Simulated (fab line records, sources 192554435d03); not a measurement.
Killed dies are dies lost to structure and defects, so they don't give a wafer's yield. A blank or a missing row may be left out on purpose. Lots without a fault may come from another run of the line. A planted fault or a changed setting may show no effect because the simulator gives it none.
Problem report in the 8D (eight disciplines) form, filled by code | flow n5_finfet | the parts of the form that need people (team, actions taken, sign-off) are left out

1. THE PROBLEM
CJ_N at N5_BEOL_M4_RC_MEAS_101 reads a mean of 5.08 on 6 wafers of 2 lots; wafers without a fault read 4.33 with a standard deviation of 0.092. That is +8.2 standard deviations from the usual mean.
First seen on wafer L656.2, day 10 09:46, on prober-01. The record holds 27 wafers of 9 lots with a number at this step. Rule for "out", or "out of limits": more than 4 standard deviations from the usual mean. The other wafers with a number count as sound.

2. WHAT IT IS AND WHAT IT IS NOT
question                    | is                     | is not
which readings at this step | CJ_N                   | DIBL_N, DIBL_P, ION_N, SS_N, SS_P
which lots                  | L656, L657             | L647, L648, L650, L655, L666, L667, L669
which wafers of those lots  | all that have a number | -
read on which gauges        | prober-01, prober-02   | -
when                        | from day 10 09:46      | up to then (12 sound wafers); but 9 sound wafers of L666, L667, L669 came after

3. SUSPECTS, AND WHAT RULES EACH OUT
Counting: a tool at a process step up to the reading stays a suspect if it ran every lot that is out and no sound lot after the first of them.
- the gauge at N5_BEOL_M4_RC_MEAS_101: ruled out. The wafers that are out were read on 2 gauges (prober-01, prober-02).
- implanter-02 at N5_WELL_APT_IMPLANT_32: ruled out as a lasting fault. Sound lots L667, L669 ran on it after its first lot that is out, L656 (day 4 03:21).
- rie_diel-03 at N5_PMOS_HMC_CHANNEL_EPI_ETCH_32 (etches BARC in N2/H2, stops on SiO2, target depth 85.8 nm, time 50.3 s): ruled out as a lasting fault. Sound lots L666 ran on it after its first lot that is out, L656 (day 4 05:37).
Left after counting: nothing in the record.

4. THE CAUSE (what the simulator had put in)
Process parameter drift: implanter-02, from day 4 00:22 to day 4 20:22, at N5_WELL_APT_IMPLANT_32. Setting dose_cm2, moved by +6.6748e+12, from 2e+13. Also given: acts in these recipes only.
Counting ruled it out, wrongly: the rule takes a fault to strike every lot that its tool runs from its start on, and this one did not.

5. THE CHAIN OF EFFECTS, in route order
Each row: a reading whose mean over the struck wafers that have a number lies more than 3 standard deviations from the usual. Only readings for which the record gives a usual standard deviation are gone through. hours: the time from each lot's start at the first step in this table that gives one to its start at this step, as a median over the lots. sigmas: the change in usual standard deviations.
hours | step                   | reading            | usual          | on struck wafers | change    | sigmas
0     | N5_WELL_APT_IMPLANT_32 | dose_ions_cm2      | 2e+13          | 3e+13            | +7e+12    | +99 or more
0     | N5_WELL_APT_IMPLANT_32 | faraday_current_uA | 253            | 341              | +88       | +19
157   | N5_BEOL_M4_RC_MEAS_101 | CJ_N               | 4.33           | 5.08             | +0.75     | +8.2
157   | N5_BEOL_M4_RC_MEAS_101 | IOFF_N_LONG        | 5.57e-05 nA/um | 6.60e-05         | +1.03e-05 | +3.8
The process steps in it:
- N5_WELL_APT_IMPLANT_32

6. WHAT WOULD HAVE CAUGHT IT SOONER
In this record the first reading out of limits at a measuring or inspecting step was taken at day 10 09:46, 153 hours after the fault began at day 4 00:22.
The tool's own readings at N5_WELL_APT_IMPLANT_32 were out on every struck wafer that the step has a row for (dose_ions_cm2, faraday_current_uA): an alarm limit on them would have fired on the first of those.
